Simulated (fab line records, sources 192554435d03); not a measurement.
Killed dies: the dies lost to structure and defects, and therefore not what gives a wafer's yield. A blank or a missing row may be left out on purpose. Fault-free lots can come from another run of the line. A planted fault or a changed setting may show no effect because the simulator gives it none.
Which tool was responsible? + flow n5Finfet + 60 wafers from 20 lots sampled at 6 of the route's 1938 steps

WHAT EACH GAUGE READ, for each wafer
Not one reading of a measure or inspect step in the record can be checked against a usual standard deviation.

WHICH TOOL RAN EACH LOT (tool, then ch and the chambers of the sampled wafers, then the start)
| lot  | N5_BEOL_M5_DESCUM_16              | N5_BEOL_M5_DESCUM_33              | N5_BEOL_M5_ETCH_67                | N5_BEOL_M5_ETCH_68                | N5_BEOL_M5_VIA_ETCH_34            | N5_BEOL_M5_PRE_CLEAN_45     |
|------|-----------------------------------|-----------------------------------|-----------------------------------|-----------------------------------|-----------------------------------|-----------------------------|
| L074 | rieDiel-06 ch 0,2,3, day 8 07:48  | rieDiel-06 ch 0,3, day 8 09:52    | rieDiel-06 ch 0,3, day 8 09:56    | rieDiel-06 ch 0,3, day 8 09:57    | rieDiel-06 ch 0,3, day 8 10:03    | pvdSputter-01, day 8 11:31  |
| L077 | rieDiel-05 ch 0,1, day 8 14:52    | rieDiel-01 ch 0,1,2, day 8 16:52  | rieDiel-01 ch 0,1,2, day 8 16:55  | rieDiel-01 ch 0,1,2, day 8 16:56  | rieDiel-01 ch 0,1,2, day 8 17:02  | pvdSputter-02, day 8 18:18  |
| L076 | rieDiel-06 ch 2,3, day 8 15:06    | rieDiel-01 ch 1,2,3, day 8 16:29  | rieDiel-01 ch 1,2,3, day 8 16:32  | rieDiel-01 ch 1,2,3, day 8 16:34  | rieDiel-01 ch 1,2,3, day 8 16:40  | pvdSputter-03, day 8 18:13  |
| L079 | rieDiel-05 ch 2,3, day 9 13:51    | rieDiel-05 ch 0,2, day 9 15:48    | rieDiel-05 ch 0,2, day 9 15:51    | rieDiel-05 ch 0,2, day 9 15:53    | rieDiel-05 ch 0,2, day 9 15:59    | pvdSputter-03, day 9 17:47  |
| L081 | rieDiel-06 ch 1,2,3, day 9 20:45  | rieDiel-06 ch 1,2,3, day 9 21:57  | rieDiel-06 ch 1,2,3, day 9 22:01  | rieDiel-06 ch 1,2,3, day 9 22:02  | rieDiel-06 ch 1,2,3, day 9 22:08  | pvdSputter-03, day 10 01:37 |
| L082 | rieDiel-05 ch 0,1,2, day 10 02:40 | rieDiel-01 ch 0,1,3, day 10 05:54 | rieDiel-01 ch 0,1,3, day 10 05:57 | rieDiel-01 ch 0,1,3, day 10 05:59 | rieDiel-01 ch 0,1,3, day 10 06:05 | pvdSputter-02, day 10 06:59 |
| L080 | rieDiel-01 ch 0,1,2, day 10 06:31 | rieDiel-01 ch 1,2,3, day 10 09:14 | rieDiel-01 ch 1,2,3, day 10 09:17 | rieDiel-01 ch 1,2,3, day 10 09:19 | rieDiel-01 ch 1,2,3, day 10 09:25 | pvdSputter-02, day 10 10:41 |
| L086 | rieDiel-06 ch 0,2,3, day 11 00:02 | rieDiel-06 ch 0,2,3, day 11 02:48 | rieDiel-06 ch 0,2,3, day 11 02:52 | rieDiel-06 ch 0,2,3, day 11 02:53 | rieDiel-06 ch 0,2,3, day 11 02:59 | pvdSputter-01, day 11 03:51 |
| L084 | rieDiel-01 ch 0,2, day 11 04:04   | rieDiel-01 ch 0,2, day 11 05:29   | rieDiel-01 ch 0,2, day 11 05:32   | rieDiel-01 ch 0,2, day 11 05:34   | rieDiel-01 ch 0,2, day 11 05:40   | pvdSputter-01, day 11 06:34 |
| L085 | rieDiel-01 ch 0,2, day 11 04:20   | rieDiel-06 ch 2,3, day 11 05:44   | rieDiel-06 ch 2,3, day 11 05:47   | rieDiel-06 ch 2,3, day 11 05:49   | rieDiel-06 ch 2,3, day 11 05:55   | pvdSputter-03, day 11 07:08 |
| L088 | rieDiel-01 ch 2,3, day 11 12:26   | rieDiel-06 ch 0,2, day 11 15:02   | rieDiel-06 ch 0,2, day 11 15:05   | rieDiel-06 ch 0,2, day 11 15:07   | rieDiel-06 ch 0,2, day 11 15:13   | pvdSputter-03, day 11 16:25 |
| L089 | rieDiel-06 ch 0,2,3, day 12 00:07 | rieDiel-05 ch 0,2,3, day 12 01:22 | rieDiel-05 ch 0,2,3, day 12 01:26 | rieDiel-05 ch 0,2,3, day 12 01:27 | rieDiel-05 ch 0,2,3, day 12 01:33 | pvdSputter-03, day 12 03:09 |
| L090 | rieDiel-01 ch 0,1,3, day 12 02:34 | rieDiel-01 ch 0,1,3, day 12 03:55 | rieDiel-01 ch 0,1,3, day 12 03:59 | rieDiel-01 ch 0,1,3, day 12 04:00 | rieDiel-01 ch 0,1,3, day 12 04:06 | pvdSputter-03, day 12 05:12 |
| L092 | rieDiel-01 ch 0,1,3, day 12 10:08 | rieDiel-05 ch 2,3, day 12 14:37   | rieDiel-05 ch 2,3, day 12 14:40   | rieDiel-05 ch 2,3, day 12 14:41   | rieDiel-05 ch 2,3, day 12 14:47   | pvdSputter-02, day 12 15:35 |
| L091 | rieDiel-01 ch 0,2,3, day 13 00:40 | rieDiel-06 ch 0,1,2, day 13 02:18 | rieDiel-06 ch 0,1,2, day 13 02:22 | rieDiel-06 ch 0,1,2, day 13 02:23 | rieDiel-06 ch 0,1,2, day 13 02:29 | pvdSputter-01, day 13 03:38 |
| L093 | rieDiel-06 ch 2,3, day 13 01:44   | rieDiel-01 ch 1,2, day 13 03:39   | rieDiel-01 ch 1,2, day 13 03:42   | rieDiel-01 ch 1,2, day 13 03:44   | rieDiel-01 ch 1,2, day 13 03:50   | pvdSputter-03, day 13 04:43 |
| L094 | rieDiel-05 ch 0,1, day 13 04:20   | rieDiel-06 ch 0,1, day 13 06:27   | rieDiel-06 ch 0,1, day 13 06:30   | rieDiel-06 ch 0,1, day 13 06:32   | rieDiel-06 ch 0,1, day 13 06:38   | pvdSputter-01, day 13 08:09 |
| L095 | rieDiel-06 ch 0,2, day 13 15:17   | rieDiel-05 ch 0,1, day 13 16:16   | rieDiel-05 ch 0,1, day 13 16:19   | rieDiel-05 ch 0,1, day 13 16:20   | rieDiel-05 ch 0,1, day 13 16:26   | pvdSputter-01, day 13 17:18 |
| L096 | rieDiel-06 ch 1,2,3, day 13 18:25 | rieDiel-05 ch 1,2, day 13 19:57   | rieDiel-05 ch 1,2, day 13 20:00   | rieDiel-05 ch 1,2, day 13 20:01   | rieDiel-05 ch 1,2, day 13 20:08   | pvdSputter-01, day 13 21:08 |
| L097 | rieDiel-01 ch 0,1,2, day 14 13:04 | rieDiel-06 ch 0,1,2, day 14 16:09 | rieDiel-06 ch 0,1,2, day 14 16:13 | rieDiel-06 ch 0,1,2, day 14 16:14 | rieDiel-06 ch 0,1,2, day 14 16:20 | pvdSputter-02, day 14 17:19 |
- N5_BEOL_M5_DESCUM_16: chemistry O2, time 7 s.
- N5_BEOL_M5_DESCUM_33: chemistry O2, time 7 s.
- N5_BEOL_M5_ETCH_67: etches SiARC in CF4, target depth 15.6 nm, time 26 s.
- N5_BEOL_M5_ETCH_68: etches SOC in N2/H2, target depth 80 nm, overetch 16 nm, time 120 s.
- N5_BEOL_M5_VIA_ETCH_34: etches SiCOH lowk in C4F6/O2, target depth 88.3 nm, time 39.2 s.
- N5_BEOL_M5_PRE_CLEAN_45: time 30 s.

WHAT THE TOOLS THEMSELVES READ (means of the sampled wafers that have a number; where no wafer has one, the mark that the record gives instead)
N5_BEOL_M5_DESCUM_16. Usual: drypumpMotorCurrentA 5.7 A, standard deviation 0.3; oesProductAu 0.77 a.u., standard deviation 0.089; rfVppV 243.4 V, standard deviation 1.1; showerheadPlenumPTorr 2.11 Torr, standard deviation 0.047; throttleValvePct 20.42 %, standard deviation 0.24.
| lot  | tool       | drypumpMotorCurrentA (A) | oesProductAu (a.u.) | rfVppV (V) | showerheadPlenumPTorr (Torr) | throttleValvePct (%) | flag |
|------|------------|--------------------------|---------------------|------------|------------------------------|----------------------|------|
| L074 | rieDiel-06 | 5.6                      | 0.77                | 243.2      | 2.09                         | 20.43                |      |
| L077 | rieDiel-05 | 5.8                      | 0.78                | 244.8      | 2.16                         | 20.27                |      |
| L076 | rieDiel-06 | 5.5                      | 0.76                | 242.6      | 2.07                         | 20.52                |      |
| L079 | rieDiel-05 | 5.6                      | 0.79                | 244.0      | 2.10                         | 20.43                |      |
| L081 | rieDiel-06 | 5.4                      | 0.82                | 243.3      | 2.08                         | 20.35                |      |
| L082 | rieDiel-05 | 5.7                      | 0.80                | 243.0      | 2.13                         | 20.29                |      |
| L080 | rieDiel-01 | 5.8                      | 0.73                | 243.7      | 2.13                         | 20.65                |      |
| L086 | rieDiel-06 | 5.6                      | 0.74                | 243.0      | 2.08                         | 20.46                |      |
| L084 | rieDiel-01 | 5.6                      | 0.72                | 242.1      | 2.10                         | 20.48                |      |
| L085 | rieDiel-01 | 5.6                      | 0.73                | 242.8      | 2.10                         | 20.48                |      |
| L088 | rieDiel-01 | 5.4                      | 0.68                | 243.6      | 2.09                         | 20.33                |      |
| L089 | rieDiel-06 | 5.6                      | 0.74                | 243.3      | 2.08                         | 20.47                |      |
| L090 | rieDiel-01 | 6.0                      | 0.84                | 244.4      | 2.15                         | 20.44                |      |
| L092 | rieDiel-01 | 6.0                      | 0.84                | 243.9      | 2.15                         | 20.44                |      |
| L091 | rieDiel-01 | 5.7                      | 0.84                | 242.6      | 2.12                         | 20.31                |      |
| L093 | rieDiel-06 | 5.5                      | 0.72                | 242.5      | 2.06                         | 20.58                |      |
| L094 | rieDiel-05 | 5.7                      | 0.74                | 244.2      | 2.15                         | 20.32                |      |
| L095 | rieDiel-06 | 5.7                      | 0.69                | 243.8      | 2.11                         | 20.45                |      |
| L096 | rieDiel-06 | 5.4                      | 0.79                | 242.6      | 2.07                         | 20.39                |      |
| L097 | rieDiel-01 | 5.8                      | 0.87                | 243.1      | 2.12                         | 20.50                |      |

N5_BEOL_M5_DESCUM_33. Usual: drypumpMotorCurrentA 5.61 A, standard deviation 0.3; oesProductAu 0.77 a.u., standard deviation 0.086; rfVppV 243.4 V, standard deviation 1.1; showerheadPlenumPTorr 2.11 Torr, standard deviation 0.043; throttleValvePct 20.39 %, standard deviation 0.23.
| lot  | tool       | drypumpMotorCurrentA (A) | oesProductAu (a.u.) | rfVppV (V) | showerheadPlenumPTorr (Torr) | throttleValvePct (%) | flag |
|------|------------|--------------------------|---------------------|------------|------------------------------|----------------------|------|
| L074 | rieDiel-06 | 5.66                     | 0.76                | 243.5      | 2.10                         | 20.33                |      |
| L077 | rieDiel-01 | 5.77                     | 0.75                | 244.1      | 2.14                         | 20.64                |      |
| L076 | rieDiel-01 | 5.66                     | 0.71                | 243.6      | 2.13                         | 20.48                |      |
| L079 | rieDiel-05 | 5.90                     | 0.78                | 243.0      | 2.16                         | 20.30                |      |
| L081 | rieDiel-06 | 5.38                     | 0.82                | 243.0      | 2.08                         | 20.35                |      |
| L082 | rieDiel-01 | 5.95                     | 0.76                | 243.9      | 2.16                         | 20.54                |      |
| L080 | rieDiel-01 | 5.66                     | 0.69                | 243.1      | 2.13                         | 20.50                |      |
| L086 | rieDiel-06 | 5.56                     | 0.74                | 242.8      | 2.08                         | 20.46                |      |
| L084 | rieDiel-01 | 5.54                     | 0.73                | 243.6      | 2.10                         | 20.48                |      |
| L085 | rieDiel-06 | 5.40                     | 0.78                | 241.4      | 2.04                         | 20.49                |      |
| L088 | rieDiel-06 | 5.66                     | 0.70                | 243.5      | 2.10                         | 20.52                |      |
| L089 | rieDiel-05 | 5.72                     | 0.74                | 243.3      | 2.11                         | 20.46                |      |
| L090 | rieDiel-01 | 5.91                     | 0.84                | 243.4      | 2.15                         | 20.44                |      |
| L092 | rieDiel-05 | 5.54                     | 0.71                | 243.6      | 2.07                         | 20.60                |      |
| L091 | rieDiel-06 | 5.56                     | 0.76                | 244.1      | 2.11                         | 20.35                |      |
| L093 | rieDiel-01 | 5.71                     | 0.94                | 243.2      | 2.14                         | 20.50                |      |
| L094 | rieDiel-06 | 5.65                     | 0.77                | 245.0      | 2.13                         | 20.25                |      |
| L095 | rieDiel-05 | 5.53                     | 0.75                | 243.2      | 2.12                         | 20.30                |      |
| L096 | rieDiel-05 | 5.37                     | 0.78                | 243.1      | 2.10                         | 20.31                |      |
| L097 | rieDiel-06 | 5.56                     | 0.74                | 243.0      | 2.11                         | 20.36                |      |

N5_BEOL_M5_ETCH_67. Usual: drypumpMotorCurrentA 5.61 A, standard deviation 0.3; etchRfOnTimeS 26.1 s, standard deviation 0.59; oesProductAu 0.66 a.u., standard deviation 0.074; rfVppV 184.2 V, standard deviation 1.1; showerheadPlenumPTorr 2.16 Torr, standard deviation 0.047; throttleValvePct 15.61 %, standard deviation 0.18.
| lot  | tool       | drypumpMotorCurrentA (A) | etchRfOnTimeS (s) | oesProductAu (a.u.) | rfVppV (V) | showerheadPlenumPTorr (Torr) | throttleValvePct (%) | flag |
|------|------------|--------------------------|-------------------|---------------------|------------|------------------------------|----------------------|------|
| L074 | rieDiel-06 | 5.68                     | 26.7              | 0.65                | 184.5      | 2.18                         | 15.63                |      |
| L077 | rieDiel-01 | 5.77                     | 26.0              | 0.65                | 184.5      | 2.17                         | 15.72                |      |
| L076 | rieDiel-01 | 5.65                     | 25.8              | 0.61                | 185.2      | 2.18                         | 15.70                |      |
| L079 | rieDiel-05 | 5.87                     | 25.9              | 0.66                | 184.4      | 2.21                         | 15.55                |      |
| L081 | rieDiel-06 | 5.38                     | 26.2              | 0.70                | 184.2      | 2.14                         | 15.57                |      |
| L082 | rieDiel-01 | 5.92                     | 26.3              | 0.65                | 183.9      | 2.19                         | 15.68                |      |
| L080 | rieDiel-01 | 5.65                     | 26.0              | 0.60                | 184.9      | 2.17                         | 15.72                |      |
| L086 | rieDiel-06 | 5.53                     | 26.4              | 0.63                | 182.8      | 2.14                         | 15.71                |      |
| L084 | rieDiel-01 | 5.55                     | 25.9              | 0.62                | 184.3      | 2.13                         | 15.64                |      |
| L085 | rieDiel-06 | 5.39                     | 25.4              | 0.67                | 182.8      | 2.09                         | 15.68                |      |
| L088 | rieDiel-06 | 5.64                     | 26.5              | 0.60                | 183.5      | 2.15                         | 15.79                |      |
| L089 | rieDiel-05 | 5.70                     | 26.0              | 0.63                | 184.2      | 2.17                         | 15.70                |      |
| L090 | rieDiel-01 | 5.92                     | 26.2              | 0.72                | 184.6      | 2.19                         | 15.54                |      |
| L092 | rieDiel-05 | 5.54                     | 26.4              | 0.62                | 183.7      | 2.13                         | 15.83                |      |
| L091 | rieDiel-06 | 5.56                     | 26.5              | 0.65                | 185.3      | 2.18                         | 15.64                |      |
| L093 | rieDiel-01 | 5.72                     | 25.7              | 0.81                | 184.2      | 2.16                         | 15.46                |      |
| L094 | rieDiel-06 | 5.65                     | 27.0              | 0.65                | 184.8      | 2.21                         | 15.61                |      |
| L095 | rieDiel-05 | 5.52                     | 25.3              | 0.66                | 184.7      | 2.17                         | 15.47                |      |
| L096 | rieDiel-05 | 5.36                     | 25.5              | 0.68                | 184.4      | 2.15                         | 15.48                |      |
| L097 | rieDiel-06 | 5.54                     | 27.2              | 0.63                | 184.2      | 2.17                         | 15.67                |      |

N5_BEOL_M5_ETCH_68. Usual: drypumpMotorCurrentA 5.62 A, standard deviation 0.29; h2FlowSccm 200.0 sccm, standard deviation 0.6; oesProductAu 0.59 a.u., standard deviation 0.064; rfVppV 524.6 V, standard deviation 1.8; showerheadPlenumPTorr 2.57 Torr, standard deviation 0.055; throttleValvePct 17.85 %, standard deviation 0.23.
| lot  | tool       | drypumpMotorCurrentA (A) | h2FlowSccm (sccm) | oesProductAu (a.u.) | rfVppV (V) | showerheadPlenumPTorr (Torr) | throttleValvePct (%) | flag |
|------|------------|--------------------------|-------------------|---------------------|------------|------------------------------|----------------------|------|
| L074 | rieDiel-06 | 5.66                     | 199.6             | 0.59                | 525.4      | 2.59                         | 17.94                |      |
| L077 | rieDiel-01 | 5.79                     | 200.6             | 0.59                | 525.4      | 2.58                         | 18.04                |      |
| L076 | rieDiel-01 | 5.67                     | 198.9             | 0.54                | 525.8      | 2.59                         | 17.93                |      |
| L079 | rieDiel-05 | 5.88                     | 200.1             | 0.59                | 525.6      | 2.62                         | 17.84                |      |
| L081 | rieDiel-06 | 5.39                     | 200.3             | 0.63                | 524.1      | 2.53                         | 17.74                |      |
| L082 | rieDiel-01 | 5.92                     | 200.1             | 0.59                | 525.9      | 2.62                         | 17.99                |      |
| L080 | rieDiel-01 | 5.66                     | 200.2             | 0.54                | 525.8      | 2.58                         | 17.96                |      |
| L086 | rieDiel-06 | 5.57                     | 200.4             | 0.57                | 524.0      | 2.54                         | 17.98                |      |
| L084 | rieDiel-01 | 5.53                     | 201.0             | 0.56                | 524.1      | 2.53                         | 17.89                |      |
| L085 | rieDiel-06 | 5.40                     | 199.7             | 0.59                | 522.0      | 2.49                         | 17.98                |      |
| L088 | rieDiel-06 | 5.65                     | 200.3             | 0.54                | 524.0      | 2.56                         | 17.98                |      |
| L089 | rieDiel-05 | 5.73                     | 200.2             | 0.57                | 525.1      | 2.57                         | 17.91                |      |
| L090 | rieDiel-01 | 5.94                     | 199.2             | 0.65                | 525.8      | 2.61                         | 17.87                |      |
| L092 | rieDiel-05 | 5.56                     | 200.0             | 0.56                | 522.7      | 2.52                         | 17.96                |      |
| L091 | rieDiel-06 | 5.56                     | 199.9             | 0.59                | 525.5      | 2.58                         | 17.78                |      |
| L093 | rieDiel-01 | 5.74                     | 200.1             | 0.72                | 524.5      | 2.57                         | 17.83                |      |
| L094 | rieDiel-06 | 5.68                     | 200.4             | 0.59                | 526.3      | 2.61                         | 17.77                |      |
| L095 | rieDiel-05 | 5.51                     | 200.3             | 0.58                | 525.1      | 2.59                         | 17.78                |      |
| L096 | rieDiel-05 | 5.39                     | 200.7             | 0.60                | 524.9      | 2.57                         | 17.84                |      |
| L097 | rieDiel-06 | 5.57                     | 200.5             | 0.58                | 525.4      | 2.57                         | 17.79                |      |

N5_BEOL_M5_VIA_ETCH_34. Usual: drypumpMotorCurrentA 5.62 A, standard deviation 0.29; oesProductAu 0.77 a.u., standard deviation 0.086; rfVppV 664 V, standard deviation 10; showerheadPlenumPTorr 2.87 Torr, standard deviation 0.062; throttleValvePct 20.84 %, standard deviation 0.18.
| lot  | tool       | drypumpMotorCurrentA (A) | oesProductAu (a.u.) | rfVppV (V) | showerheadPlenumPTorr (Torr) | throttleValvePct (%) | flag |
|------|------------|--------------------------|---------------------|------------|------------------------------|----------------------|------|
| L074 | rieDiel-06 | 5.65                     | 0.76                | 659        | 2.89                         | 20.90                |      |
| L077 | rieDiel-01 | 5.78                     | 0.76                | 665        | 2.87                         | 20.89                |      |
| L076 | rieDiel-01 | 5.66                     | 0.70                | 672        | 2.89                         | 20.88                |      |
| L079 | rieDiel-05 | 5.89                     | 0.78                | 673        | 2.95                         | 20.89                |      |
| L081 | rieDiel-06 | 5.38                     | 0.82                | 655        | 2.84                         | 20.84                |      |
| L082 | rieDiel-01 | 5.94                     | 0.76                | 668        | 2.90                         | 20.84                |      |
| L080 | rieDiel-01 | 5.65                     | 0.69                | 673        | 2.88                         | 20.90                |      |
| L086 | rieDiel-06 | 5.58                     | 0.73                | 655        | 2.84                         | 20.97                |      |
| L084 | rieDiel-01 | 5.53                     | 0.73                | 662        | 2.83                         | 20.83                |      |
| L085 | rieDiel-06 | 5.41                     | 0.78                | 654        | 2.78                         | 20.95                |      |
| L088 | rieDiel-06 | 5.65                     | 0.70                | 653        | 2.86                         | 21.02                |      |
| L089 | rieDiel-05 | 5.71                     | 0.74                | 671        | 2.89                         | 20.98                |      |
| L090 | rieDiel-01 | 5.93                     | 0.84                | 669        | 2.89                         | 20.75                |      |
| L092 | rieDiel-05 | 5.55                     | 0.73                | 667        | 2.83                         | 21.06                |      |
| L091 | rieDiel-06 | 5.55                     | 0.76                | 656        | 2.89                         | 20.90                |      |
| L093 | rieDiel-01 | 5.72                     | 0.95                | 669        | 2.86                         | 20.76                |      |
| L094 | rieDiel-06 | 5.66                     | 0.76                | 660        | 2.93                         | 20.86                |      |
| L095 | rieDiel-05 | 5.53                     | 0.76                | 678        | 2.88                         | 20.67                |      |
| L096 | rieDiel-05 | 5.38                     | 0.78                | 680        | 2.85                         | 20.67                |      |
| L097 | rieDiel-06 | 5.56                     | 0.74                | 656        | 2.89                         | 20.91                |      |

N5_BEOL_M5_PRE_CLEAN_45. Usual: 328 W for heaterPowerW, sd 45.
| lot  | tool          | heaterPowerW (W) | flag |
|------|---------------|------------------|------|
| L074 | pvdSputter-01 | 304              |      |
| L077 | pvdSputter-02 | 357              |      |
| L076 | pvdSputter-03 | 372              |      |
| L079 | pvdSputter-03 | 376              |      |
| L081 | pvdSputter-03 | 400              |      |
| L082 | pvdSputter-02 | 329              |      |
| L080 | pvdSputter-02 | 333              |      |
| L086 | pvdSputter-01 | 307              |      |
| L084 | pvdSputter-01 | 307              |      |
| L085 | pvdSputter-03 | 399              |      |
| L088 | pvdSputter-03 | 400              |      |
| L089 | pvdSputter-03 | 329              |      |
| L090 | pvdSputter-03 | 355              |      |
| L092 | pvdSputter-02 | 363              |      |
| L091 | pvdSputter-01 | 293              |      |
| L093 | pvdSputter-03 | 334              |      |
| L094 | pvdSputter-01 | 296              |      |
| L095 | pvdSputter-01 | 278              |      |
| L096 | pvdSputter-01 | 286              |      |
| L097 | pvdSputter-02 | 332              |      |

THE ANSWER, worked out from the rows above alone
Rule: a lot counts as off when the mean over its wafers that have a number is more than 3 standard deviations away from the usual mean. A lot without any number at a reading at which 4 lots or more have one is off too. The other lots that the step has rows for count as sound. The gauges are gone through in route order, then the tools' own readings, and for those a lot's mean is taken as printed above. The first step at which some lot is off is used, and at that step the reading that is off furthest; a lot without a number counts as furthest.
No lot is off at any reading shown: from this, nothing can be told.

WHAT THE SIMULATOR HAD PUT IN
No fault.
